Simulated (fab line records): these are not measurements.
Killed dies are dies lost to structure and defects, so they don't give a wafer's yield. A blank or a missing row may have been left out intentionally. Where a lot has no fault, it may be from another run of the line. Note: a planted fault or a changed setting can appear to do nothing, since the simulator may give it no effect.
What tool caused it?	flow nand_harc	72 wafers from 24 lots sampled at 6 of the route's 1302 steps

WHAT THE GAUGES SHOWED, per wafer
The record holds no reading of a measuring or inspecting step that can be judged against a usual standard deviation.

WHAT TOOL EACH LOT RAN ON (gives the tool, then ch and the chambers of the sampled wafers, and finally the start)
lot	NHARC_A_STAIRCASE_ETCH_25	NHARC_A_STAIRCASE_ETCH_199	NHARC_A_STAIRCASE_TRIM_202	NHARC_A_STAIRCASE_TRIM_220	NHARC_A_STAIRCASE_ETCH_227	NHARC_A_STAIRCASE_ETCH_234
L074	rie_diel-02 ch 0,2,3, day 15 22:25 or earlier	rie_diel-13 ch 1,3, day 15 22:25 or earlier	rie_diel-13 ch 2,3, day 15 22:25 or earlier	rie_diel-11 ch 0,1,2, day 15 22:25	rie_diel-11 ch 0,1,2, no start	rie_diel-13 ch 2,3, no start
L075	rie_diel-11 ch 0,1, day 16 12:54 or earlier	rie_diel-13 ch 2,3, day 16 12:54 or earlier	rie_diel-13 ch 1,2,3, day 16 12:54 or earlier	rie_diel-13 ch 2,3, day 16 12:54	rie_diel-13 ch 0,1,2, no start	rie_diel-11 ch 0,2,3, no start
L077	rie_diel-13 ch 1,2,3, day 17 07:13 or earlier	rie_diel-11 ch 0,1,3, day 17 07:13 or earlier	rie_diel-11 ch 0,1,2, day 17 07:13 or earlier	rie_diel-13 ch 0,1,3, day 17 07:13	rie_diel-13 ch 1,2,3, no start	rie_diel-11 ch 0,2,3, no start
L076	rie_diel-11 ch 0,1,3, day 17 07:38 or earlier	rie_diel-11 ch 1,3, day 17 07:38 or earlier	rie_diel-11 ch 0,1,2, day 17 07:38 or earlier	rie_diel-13 ch 0,2, day 17 07:38	rie_diel-13 ch 1,2, no start	rie_diel-13 ch 0,1, no start
L078	rie_diel-13 ch 0,2,3, day 17 22:41 or earlier	rie_diel-02 ch 1,2,3, day 17 22:41 or earlier	rie_diel-02 ch 0,2,3, day 17 22:41 or earlier	rie_diel-11 ch 0,2, day 17 22:41	rie_diel-11 ch 0,2, no start	rie_diel-13 ch 0,1,2, no start
L079	rie_diel-02 ch 0,1,3, day 18 05:10 or earlier	rie_diel-13 ch 1,2,3, day 18 05:10 or earlier	rie_diel-13 ch 0,3, day 18 05:10 or earlier	rie_diel-11 ch 0,2, day 18 05:10	rie_diel-11 ch 0,2, no start	rie_diel-11 ch 0,2, no start
L080	rie_diel-02 ch 2,3, day 18 19:13 or earlier	rie_diel-13 ch 1,2, day 18 19:13 or earlier	rie_diel-13 ch 0,1,3, day 18 19:13 or earlier	rie_diel-13 ch 0,2,3, day 18 19:13	rie_diel-13 ch 0,2,3, no start	rie_diel-13 ch 0,2,3, no start
L081	rie_diel-13 ch 0,2, day 18 20:29 or earlier	rie_diel-02 ch 0,1,2, day 18 20:29 or earlier	rie_diel-02 ch 0,1, day 18 20:29 or earlier	rie_diel-02 ch 0,1,3, day 18 20:29	rie_diel-02 ch 0,1,2, no start	rie_diel-11 ch 0,2, no start
L082	rie_diel-13 ch 1,2,3, day 19 10:55 or earlier	rie_diel-02 ch 0,1, day 19 10:55 or earlier	rie_diel-02 ch 0,3, day 19 10:55 or earlier	rie_diel-02 ch 0,1, day 19 10:55	rie_diel-02 ch 2,3, no start	rie_diel-02 ch 0,3, no start
L083	rie_diel-02 ch 0,2,3, day 19 10:22 or earlier	rie_diel-13 ch 1,2, day 19 10:22 or earlier	rie_diel-13 ch 1,2,3, day 19 10:22 or earlier	rie_diel-11 ch 0,1,2, day 19 10:22	rie_diel-11 ch 0,1,2, no start	rie_diel-11 ch 0,1,2, no start
L084	rie_diel-13 ch 0,1,3, day 20 06:20 or earlier	rie_diel-13 ch 0,2, day 20 06:20 or earlier	rie_diel-13 ch 0,2, day 20 06:20 or earlier	rie_diel-11 ch 0,2, day 20 06:20	rie_diel-11 ch 0,2,3, no start	rie_diel-13 ch 1,2,3, no start
L085	rie_diel-02 ch 0,2,3, day 20 13:22 or earlier	rie_diel-13 ch 1,2,3, day 20 13:22 or earlier	rie_diel-13 ch 1,2,3, day 20 13:22 or earlier	rie_diel-13 ch 1,2, day 20 13:22	rie_diel-13 ch 2,3, no start	rie_diel-13 ch 1,2,3, no start
L086	rie_diel-02 ch 1,3, day 21 03:37 or earlier	rie_diel-13 ch 0,2,3, day 21 03:37 or earlier	rie_diel-13 ch 1,2, day 21 03:37 or earlier	rie_diel-02 ch 2,3, day 21 03:37	rie_diel-02 ch 2,3, no start	rie_diel-11 ch 1,3, no start
L087	rie_diel-11 ch 0,2, day 21 16:41 or earlier	rie_diel-13 ch 0,2,3, day 21 16:41 or earlier	rie_diel-13 ch 0,3, day 21 16:41 or earlier	rie_diel-11 ch 2,3, day 21 16:41	rie_diel-11 ch 1,3, no start	rie_diel-13 ch 0,2,3, no start
L088	rie_diel-11 ch 0,2,3, day 22 11:07 or earlier	rie_diel-13 ch 1,2,3, day 22 11:07 or earlier	rie_diel-13 ch 0,1,2, day 22 11:07 or earlier	rie_diel-02 ch 0,1,3, day 22 11:07	rie_diel-02 ch 0,1,2, no start	rie_diel-02 ch 0,1,3, no start
L089	rie_diel-02 ch 0,1,3, day 22 12:05 or earlier	rie_diel-11 ch 0,1,2, day 22 12:05 or earlier	rie_diel-11 ch 0,1,2, day 22 12:05 or earlier	rie_diel-13 ch 0,1,2, day 22 12:05	rie_diel-13 ch 0,2, no start	rie_diel-13 ch 1,2,3, no start
L091	rie_diel-02 ch 0,1,3, day 22 22:49 or earlier	rie_diel-11 ch 0,1,2, day 22 22:49 or earlier	rie_diel-11 ch 1,2,3, day 22 22:49 or earlier	rie_diel-02 ch 1,2,3, day 22 22:49	rie_diel-02 ch 0,1,3, no start	rie_diel-02 ch 0,2,3, no start
L090	rie_diel-13 ch 1,2,3, day 22 23:41 or earlier	rie_diel-02 ch 1,2, day 22 23:41 or earlier	rie_diel-02 ch 0,2, day 22 23:41 or earlier	rie_diel-11 ch 0,1,3, day 22 23:41	rie_diel-11 ch 0,2, no start	rie_diel-11 ch 0,1,3, no start
L092	rie_diel-02 ch 0,1,2, day 24 01:38 or earlier	rie_diel-13 ch 0,1, day 24 01:38 or earlier	rie_diel-13 ch 0,2, day 24 01:38 or earlier	rie_diel-02 ch 1,2, day 24 01:38	rie_diel-02 ch 0,1, no start	rie_diel-13 ch 0,1, no start
L094	rie_diel-13 ch 0,2, day 24 09:13 or earlier	rie_diel-02 ch 0,1,2, day 24 09:13 or earlier	rie_diel-02 ch 0,1, day 24 09:13 or earlier	rie_diel-13 ch 0,1, day 24 09:13	rie_diel-13 ch 0,2, no start	rie_diel-11 ch 0,1,3, no start
L093	rie_diel-02 ch 1,2, day 24 09:22 or earlier	rie_diel-11 ch 0,2, day 24 09:22 or earlier	rie_diel-11 ch 1,3, day 24 09:22 or earlier	rie_diel-02 ch 0,2, day 24 09:22	rie_diel-02 ch 0,2,3, no start	rie_diel-13 ch 0,1,2, no start
L095	rie_diel-13 ch 0,2, day 25 03:58 or earlier	rie_diel-13 ch 0,1,2, day 25 03:58 or earlier	rie_diel-13 ch 1,2, day 25 03:58 or earlier	rie_diel-02 ch 0,1, day 25 03:58	rie_diel-02 ch 0,3, no start	rie_diel-11 ch 0,1,2, no start
L096	rie_diel-13 ch 0,1,2, day 25 17:55 or earlier	rie_diel-11 ch 0,1, day 25 17:55 or earlier	rie_diel-11 ch 1,2,3, day 25 17:55 or earlier	rie_diel-13 ch 0,2, day 25 17:55	rie_diel-13 ch 1,2, no start	rie_diel-13 ch 0,1,2, no start
L097	rie_diel-13 ch 0,1,2, day 25 23:01 or earlier	rie_diel-02 ch 0,1,3, day 25 23:01 or earlier	rie_diel-02 ch 0,2, day 25 23:01 or earlier	rie_diel-13 ch 0,1,2, day 25 23:01	rie_diel-13 ch 1,2, no start	rie_diel-13 ch 0,1,2, no start
- NHARC_A_STAIRCASE_ETCH_25: etches the open film in C4F8/O2, target depth 100 nm, time 40.5 s.
- NHARC_A_STAIRCASE_ETCH_199: etches the open film in C4F8/O2, target depth 100 nm, time 40.5 s.
- NHARC_A_STAIRCASE_TRIM_202: chemistry O2, time 211.2 s.
- NHARC_A_STAIRCASE_TRIM_220: chemistry O2, time 211.2 s.
- NHARC_A_STAIRCASE_ETCH_227: etches the open film in C4F8/O2, target depth 100 nm, time 40.5 s.
- NHARC_A_STAIRCASE_ETCH_234: etches the open film in C4F8/O2, target depth 100 nm, time 40.5 s.

AS READ BY THE TOOLS THEMSELVES (means over the sampled wafers that have a number; for cases with no such wafer, the mark the record gives instead)
NHARC_A_STAIRCASE_ETCH_25.
lot	tool	oes_product_au (a.u.)	rf_vpp_V (V)
L074	rie_diel-02	0.940	896
L075	rie_diel-11	0.946	896
L077	rie_diel-13	0.958	895
L076	rie_diel-11	0.951	892
L078	rie_diel-13	0.943	899
L079	rie_diel-02	0.946	897
L080	rie_diel-02	0.951	895
L081	rie_diel-13	0.946	899
L082	rie_diel-13	0.928	895
L083	rie_diel-02	0.939	895
L084	rie_diel-13	0.937	896
L085	rie_diel-02	0.945	895
L086	rie_diel-02	0.948	897
L087	rie_diel-11	0.929	893
L088	rie_diel-11	0.939	892
L089	rie_diel-02	0.942	896
L091	rie_diel-02	0.932	895
L090	rie_diel-13	0.953	894
L092	rie_diel-02	0.937	896
L094	rie_diel-13	0.929	897
L093	rie_diel-02	0.930	895
L095	rie_diel-13	0.943	896
L096	rie_diel-13	0.939	895
L097	rie_diel-13	0.940	894

NHARC_A_STAIRCASE_ETCH_199.
lot	tool	oes_product_au (a.u.)	rf_vpp_V (V)
L074	rie_diel-13	0.941	893
L075	rie_diel-13	0.951	897
L077	rie_diel-11	0.935	893
L076	rie_diel-11	0.946	894
L078	rie_diel-02	0.943	896
L079	rie_diel-13	0.953	894
L080	rie_diel-13	0.954	893
L081	rie_diel-02	0.937	896
L082	rie_diel-02	0.943	898
L083	rie_diel-13	0.953	892
L084	rie_diel-13	0.965	897
L085	rie_diel-13	0.945	894
L086	rie_diel-13	0.949	897
L087	rie_diel-13	0.955	898
L088	rie_diel-13	0.957	894
L089	rie_diel-11	0.943	896
L091	rie_diel-11	0.941	894
L090	rie_diel-02	0.941	897
L092	rie_diel-13	0.934	897
L094	rie_diel-02	0.951	896
L093	rie_diel-11	0.931	894
L095	rie_diel-13	0.942	895
L096	rie_diel-11	0.923	895
L097	rie_diel-02	0.955	896

NHARC_A_STAIRCASE_TRIM_202.
lot	tool	drypump_motor_current_A (A)	oes_product_au (a.u.)	rf_vpp_V (V)	showerhead_plenum_p_Torr (Torr)	throttle_valve_pct (%)
L074	rie_diel-13	5.9	1.004	57.4	3.57	17.034
L075	rie_diel-13	5.7	0.996	58.0	3.49	17.037
L077	rie_diel-11	5.9	0.999	57.1	3.52	17.047
L076	rie_diel-11	5.9	1.005	57.9	3.52	17.036
L078	rie_diel-02	5.5	1.001	57.5	3.50	17.042
L079	rie_diel-13	5.8	0.998	56.8	3.65	17.037
L080	rie_diel-13	5.8	0.999	57.9	3.54	17.034
L081	rie_diel-02	5.5	0.991	57.8	3.57	17.037
L082	rie_diel-02	5.2	0.993	58.1	3.49	17.034
L083	rie_diel-13	5.6	1.000	57.8	3.48	17.041
L084	rie_diel-13	5.2	1.012	58.0	3.56	17.032
L085	rie_diel-13	5.6	0.997	57.5	3.47	17.037
L086	rie_diel-13	5.4	1.000	56.0	3.40	17.034
L087	rie_diel-13	6.1	0.998	57.2	3.60	17.043
L088	rie_diel-13	5.4	1.006	56.7	3.50	17.038
L089	rie_diel-11	5.9	1.001	57.0	3.50	17.044
L091	rie_diel-11	5.8	0.986	57.6	3.47	17.031
L090	rie_diel-02	5.9	0.997	57.7	3.49	17.041
L092	rie_diel-13	5.4	0.993	57.2	3.60	17.037
L094	rie_diel-02	5.5	1.000	56.8	3.55	17.044
L093	rie_diel-11	5.8	0.993	57.8	3.44	17.045
L095	rie_diel-13	5.2	1.001	57.5	3.43	17.033
L096	rie_diel-11	5.8	1.000	57.3	3.46	17.037
L097	rie_diel-02	5.9	1.012	56.5	3.48	17.037

NHARC_A_STAIRCASE_TRIM_220.
lot	tool	drypump_motor_current_A (A)	oes_product_au (a.u.)	rf_vpp_V (V)	showerhead_plenum_p_Torr (Torr)	throttle_valve_pct (%)
L074	rie_diel-11	5.9	1.004	57.5	3.53	17.037
L075	rie_diel-13	5.9	1.008	57.5	3.56	17.034
L077	rie_diel-13	5.8	0.997	58.1	3.54	17.026
L076	rie_diel-13	5.2	1.000	58.2	3.57	17.028
L078	rie_diel-11	5.9	1.004	58.2	3.54	17.039
L079	rie_diel-11	5.9	1.002	58.0	3.54	17.034
L080	rie_diel-13	5.6	0.997	58.0	3.59	17.036
L081	rie_diel-02	5.6	0.995	57.4	3.54	17.035
L082	rie_diel-02	5.9	1.000	57.5	3.58	17.036
L083	rie_diel-11	5.9	0.990	58.0	3.52	17.042
L084	rie_diel-11	6.2	0.986	57.6	3.46	17.038
L085	rie_diel-13	5.4	1.003	57.9	3.40	17.048
L086	rie_diel-02	5.6	0.990	57.3	3.46	17.033
L087	rie_diel-11	5.9	1.007	57.3	3.40	17.033
L088	rie_diel-02	5.5	1.003	57.6	3.53	17.038
L089	rie_diel-13	5.4	1.013	57.3	3.50	17.026
L091	rie_diel-02	5.9	1.008	57.6	3.50	17.028
L090	rie_diel-11	6.1	0.989	57.8	3.41	17.035
L092	rie_diel-02	6.4	0.987	57.3	3.50	17.027
L094	rie_diel-13	5.6	0.989	57.0	3.45	17.043
L093	rie_diel-02	5.5	0.996	57.2	3.51	17.041
L095	rie_diel-02	5.5	1.001	57.7	3.54	17.037
L096	rie_diel-13	5.4	0.992	57.8	3.59	17.030
L097	rie_diel-13	5.4	0.990	57.6	3.49	17.028

NHARC_A_STAIRCASE_ETCH_227.
lot	tool	oes_product_au (a.u.)	rf_vpp_V (V)
L074	rie_diel-11	0.943	896
L075	rie_diel-13	0.940	895
L077	rie_diel-13	0.936	894
L076	rie_diel-13	0.936	893
L078	rie_diel-11	0.935	896
L079	rie_diel-11	0.937	896
L080	rie_diel-13	0.943	898
L081	rie_diel-02	0.929	897
L082	rie_diel-02	0.950	894
L083	rie_diel-11	0.935	895
L084	rie_diel-11	0.942	892
L085	rie_diel-13	0.953	897
L086	rie_diel-02	0.947	894
L087	rie_diel-11	0.943	893
L088	rie_diel-02	0.947	896
L089	rie_diel-13	0.950	898
L091	rie_diel-02	0.943	896
L090	rie_diel-11	0.931	895
L092	rie_diel-02	0.943	897
L094	rie_diel-13	0.934	899
L093	rie_diel-02	0.943	894
L095	rie_diel-02	0.947	895
L096	rie_diel-13	0.942	892
L097	rie_diel-13	0.942	893

NHARC_A_STAIRCASE_ETCH_234.
lot	tool	oes_product_au (a.u.)	rf_vpp_V (V)
L074	rie_diel-13	0.953	898
L075	rie_diel-11	0.946	893
L077	rie_diel-11	0.966	893
L076	rie_diel-13	0.941	894
L078	rie_diel-13	0.947	896
L079	rie_diel-11	0.942	894
L080	rie_diel-13	0.941	899
L081	rie_diel-11	0.932	894
L082	rie_diel-02	0.941	895
L083	rie_diel-11	0.936	896
L084	rie_diel-13	0.950	893
L085	rie_diel-13	0.945	894
L086	rie_diel-11	0.937	891
L087	rie_diel-13	0.945	897
L088	rie_diel-02	0.946	896
L089	rie_diel-13	0.940	894
L091	rie_diel-02	0.944	894
L090	rie_diel-11	0.932	892
L092	rie_diel-13	0.938	893
L094	rie_diel-11	0.939	892
L093	rie_diel-13	0.937	894
L095	rie_diel-11	0.926	894
L096	rie_diel-13	0.941	894
L097	rie_diel-13	0.937	894

THE ANSWER, worked out from the rows above alone
Rule: what is usual is taken from the lots themselves. Put in order of their means at a reading, lots are off if they are a third of the lots or fewer, leave a main group of 4 or more, and stand apart from it by a gap of 3 or more times the standard deviation of the main group's means; of several such gaps the widest counts. Not used: any main group whose means are identical at the precision the tables above print for the reading. Also off: a lot with no number at a reading for which 4 or more lots have one. Any other lot the step has rows for is counted as sound. First the gauges in route order, then the tools' own readings, where a lot's mean is used as printed above. The first step at which some lot is off is used, and at that step the reading that is off furthest; a lot without a number counts as furthest.
No lot is off at any reading shown: from this, nothing can be told.

WHAT THE SIMULATOR HAD PUT IN
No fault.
